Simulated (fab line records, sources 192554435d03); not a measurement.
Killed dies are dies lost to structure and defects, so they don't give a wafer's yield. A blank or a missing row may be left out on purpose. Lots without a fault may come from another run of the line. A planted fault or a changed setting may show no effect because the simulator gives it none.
Chamber matching | flow n5_finfet | N5_BEOL_M3_PRE_CLEAN_60 on cvd_co-01: 3 sister chambers
The step time 15 s. 6 wafers are shown with their chamber, then 12 later ones without.

WAFERS WITH THEIR CHAMBER
wafer  | chamber | heater_power_w (W) | heater_power_outer_w (W)
L087.3 | 0       | 51                 | 5
L087.4 | 2       | 77                 | 21
L087.6 | 1       | 118                | 35
L090.1 | 1       | 115                | 34
L090.2 | 0       | 51                 | 5
L090.3 | 2       | 78                 | 21

WAFERS WITHOUT THEIR CHAMBER
wafer  | heater_power_w (W) | heater_power_outer_w (W)
L092.1 | 50                 | 5
L092.2 | 114                | 34
L092.3 | 79                 | 22
L091.1 | 77                 | 22
L091.4 | 78                 | 21
L091.6 | 50                 | 4
L093.3 | 79                 | 22
L093.4 | 116                | 35
L093.6 | 51                 | 5
L096.1 | 51                 | 5
L096.2 | 113                | 35
L096.5 | 79                 | 22

WHICH CHAMBER EACH WENT THROUGH
wafer  | from the rows above | in truth
L092.1 | 0                   | 0
L092.2 | 1                   | 1
L092.3 | 2                   | 2
L091.1 | 2                   | 2
L091.4 | 2                   | 2
L091.6 | 0                   | 0
L093.3 | 2                   | 2
L093.4 | 1                   | 1
L093.6 | 0                   | 0
L096.1 | 0                   | 0
L096.2 | 1                   | 1
L096.5 | 2                   | 2
Placed correctly: 12 of 12. Can't be placed from these rows: 0. Placed wrongly: 0.
How it was worked out, from the rows above alone: a wafer's distance from a chamber is the root of the sum, over the readings, of the square of ((its reading less the chamber's mean) divided by the reading's scatter). The wafer belongs to the nearest chamber; if the next one is less than 2 further off, it can't be placed. A chamber's mean is the mean of its shown wafers. The scatter: the root of (the sum of the squares of (reading less its chamber's mean) over the shown wafers, divided by (wafers less chambers)).
